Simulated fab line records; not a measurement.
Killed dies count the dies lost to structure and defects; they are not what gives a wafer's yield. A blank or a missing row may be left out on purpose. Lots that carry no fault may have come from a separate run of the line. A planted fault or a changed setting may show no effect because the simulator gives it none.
8D (eight disciplines) problem report, filled in by code || flow n5-finfet || the parts of the form that need people (team, actions taken, sign-off) are left out

## 1. WHAT WENT WRONG
Mean of run-length-s at N5_BEOL_M15_ETCH_61: 81.4 s across 2 wafers in 2 lots; on wafers with no fault it is 91.1 s (standard deviation 0.51). That is -19 standard deviations from the usual mean.
The step: etches BARC in N2/H2, target depth 89 nm, overetch 26.7 nm, time 67.9 s.
First seen on wafer L182.1, day 16 07:24, on rie-diel-04. The record holds 29 wafers of 10 lots with a number at this step. Rule for "out" (also "out of limits"): further than 4 standard deviations from the usual mean. Any other wafer with a number is counted as sound.

## 2. WHAT THIS IS AND IS NOT
{"question": "which readings at this step", "is": "run-length-s", "is not": "drypump-motor-current-A, rf-vpp-V, showerhead-plenum-p-Torr, throttle-valve-pct"}
{"question": "which lots", "is": "L181, L182", "is not": "L164, L166, L168, L171, L175, L178, L186, L187"}
{"question": "which wafers of those lots", "is": "L181.1, L182.1", "is not": "L181.2, L182.4, L182.6"}
{"question": "read on which tools", "is": "rie-diel-04", "is not": "rie-diel-02, rie-diel-05"}
{"question": "when", "is": "from day 16 07:24", "is not": "up to then (20 sound wafers); but 7 sound wafers of L181, L186, L187 came after"}

## 3. WHAT RULES OUT EACH SUSPECT
Counting: a tool at a process step up to the reading stays a suspect if it ran every lot that is out. Sound lots after the first of them don't rule it out here, since some wafers of a struck lot are sound.
- rie-diel-04 at N5_BEOL_M15_ETCH_61 (etches BARC in N2/H2, target depth 89 nm, overetch 26.7 nm, time 67.9 s): kept. Ran every lot that is out, first one L182 (day 16 07:24); last sound lot up to then L175 (day 15 12:47). Out on those wafers are its own readings of run-length-s.
The count leaves rie-diel-04 at N5_BEOL_M15_ETCH_61.

## 4. THE CAUSE (what the simulator had put in)
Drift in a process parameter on rie-diel-04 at N5_BEOL_M15_ETCH_61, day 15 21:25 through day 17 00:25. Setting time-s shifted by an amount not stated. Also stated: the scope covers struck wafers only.
This tool alone remained once counting was done.

## 5. THE CHAIN OF EFFECTS, in route order
Each row: a reading where the mean over the struck wafers with a number is more than 3 standard deviations away from the usual. Only readings whose record carries a usual standard deviation are examined. hours: median over the lots of the time between each lot's start at the first step of this table that gives one and its start at this step. sigmas: the change, counted in usual standard deviations.
{"hours": 0, "step": "N5_BEOL_M15_ETCH_61", "reading": "run-length-s", "usual": "91.1 s", "on struck wafers": 81.4, "change": -9.7, "sigmas": -19}
Here are the process steps it includes:
- N5_BEOL_M15_ETCH_61: etches BARC in N2/H2, target depth 89 nm, overetch 26.7 nm, time 67.9 s.

## 6. HOW IT WOULD HAVE BEEN CAUGHT EARLIER
In this record no reading fell out of limits until day 16 07:24, 10 hours after the fault had begun at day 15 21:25.
